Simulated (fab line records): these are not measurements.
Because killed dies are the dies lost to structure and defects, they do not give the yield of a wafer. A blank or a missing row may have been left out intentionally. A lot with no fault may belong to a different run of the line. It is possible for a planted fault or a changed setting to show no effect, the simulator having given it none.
Comparing a struck lot with a sound one ; flow nand_harc ; 16 steps out of a route of 1159
Sound: these wafers, L652.1, L652.2, L652.4. Wafers L649.1, L649.2, L649.4 were the ones struck. At the end, the cause is stated.
At each step with rows: each side's tool, then ch and its chambers, then its first start. Under that, the readings that differ: sound wafers ; struck wafers ; difference of the means ; sigmas: that difference in standard deviations of wafers without a fault.
alike: readings whose means differ by less than 2 such deviations, and words and numbers that are the same on both sides. not compared: withheld readings, readings that some wafer has no value for, bounds like >300 that may hide the same value, and numbers for which the record gives no deviation and whose values overlap.
The two part at a step that has a row with sigmas, a row that says differs or no value, or rows on one side only. Numbers that don't overlap but have no deviation are shown without sigmas and don't part them. A reading missing from all wafers of one side parts the sides only when that side holds two or more wafers.

NHARC_A_WL_FILL_ALD_10: deposits SiO2, target thk 50 nm, pulse time 10 s, ald cycles 500.
  sound on ald_hk-02 ch 0,2,3, day 19 21:06; struck on ald_hk-01 ch 0,2,3, day 18 20:32
  alike: heater_power_w, precursor_pulse_height_rel
NHARC_A_WL_FILL_ETCHBACK_16: etches the open film in C4F8/O2/Ar, target depth 88 nm, time 17.6 s.
  sound on rie_diel-02 ch 1,2,3; struck on rie_diel-02 ch 0,1,3
reading;sound;struck;difference;sigmas
rf_hours_counter_h (h);10.3 10.3 9.4;7.2 7.8 7.4;-2.5;
  alike: oes_product_au, rf_fwd_power_W, rf_vpp_V
then, 1 step without rows for these wafers: NHARC_A_WL_FILL_STRIP_29 (strips in O2, time 20 s).
NHARC_A_WL_FILL_ETCHBACK_17: etches the open film in Cl2/BCl3, target depth 4 nm, time 26.7 s.
  sound on rie_metal-01 ch 0,1, day 20 02:03; struck on rie_metal-03 ch 0,1, day 19 01:24
  alike: drypump_motor_current_A, oes_product_au
  not compared: rf_hours_counter_h
then, 6 steps without rows for these wafers: NHARC_A_WL_FILL_PRECLEAN_18 (cleans in dHF, time 30 s); NHARC_A_WL_FILL_SRD_21; NHARC_A_WL_FILL_CVD_23 (deposits poly-Si, target thk 40 nm, time 800 s); NHARC_A_WL_FILL_ETCHBACK_26 (etches the open film in HBr, target depth 52 nm, time 13.3 s); NHARC_A_WL_FILL_PRECLEAN_30 (cleans in dHF, time 10 s); NHARC_A_WL_FILL_SRD_14.
NHARC_A_WL_FILL_ALD_19: deposits TiN, target thk 2 nm, pulse time 3 s, ald cycles 100.
  sound on ald_metal-02 ch 0,2,3, day 20 07:17; struck on ald_metal-03 ch 0,2,3, day 19 06:51
  alike: heater_power_w, precursor_pulse_height_rel
NHARC_A_WL_FILL_CVD_20: deposits W, target thk 75 nm, time 5064 s.
  sound on cvd_w-02 ch 0,1; struck on cvd_w-02 ch 0,1
  alike: heater_power_w, throttle_valve_pct
NHARC_A_WL_FILL_CMP_12: polishes, t overpolish 30 s, target thk 75 nm.
  sound on cmp-01 ch 1,2,3, day 20 12:56; struck on cmp-01 ch 1,2,3, day 19 12:04
  no value came back on the struck wafers for any of 5 readings (edge_zone_pressure_frac, motor_current_A (A) and others); on the sound wafers edge_zone_pressure_frac reads 0.995 0.999 0.998
next, for these wafers, 1 step has no rows: NHARC_A_WL_FILL_SRD_31.
NHARC_A_WL_FILL_INSPECT_15:
  sound: defect_inspect-02 at day 20 13:25; struck: defect_inspect-02 at day 19 12:33
reading;sound;struck;difference;sigmas
raw_defect_count;423 319 283;2310 2362 2300;+1982;+17
-- the record jumps here: 3 days lie between the struck wafers' starts before and after (it left off in module A_WL_FILL and takes up again in module END, whose first step shown is number 1159 of the route) --
NHARC_END_SORT_01:
  only the struck wafers appear in the record here, on prober-01 ch 0 at day 22 13:05; the sound ones have no rows

WHERE THEY PART
Last at NHARC_END_SORT_01 as far as this record goes, first at NHARC_A_WL_FILL_CMP_12.

WHY: the cause the simulator had injected
Beginning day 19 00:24, the whole step at NHARC_A_WL_FILL_CMP_12 was skipped on cmp-01. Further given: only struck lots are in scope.
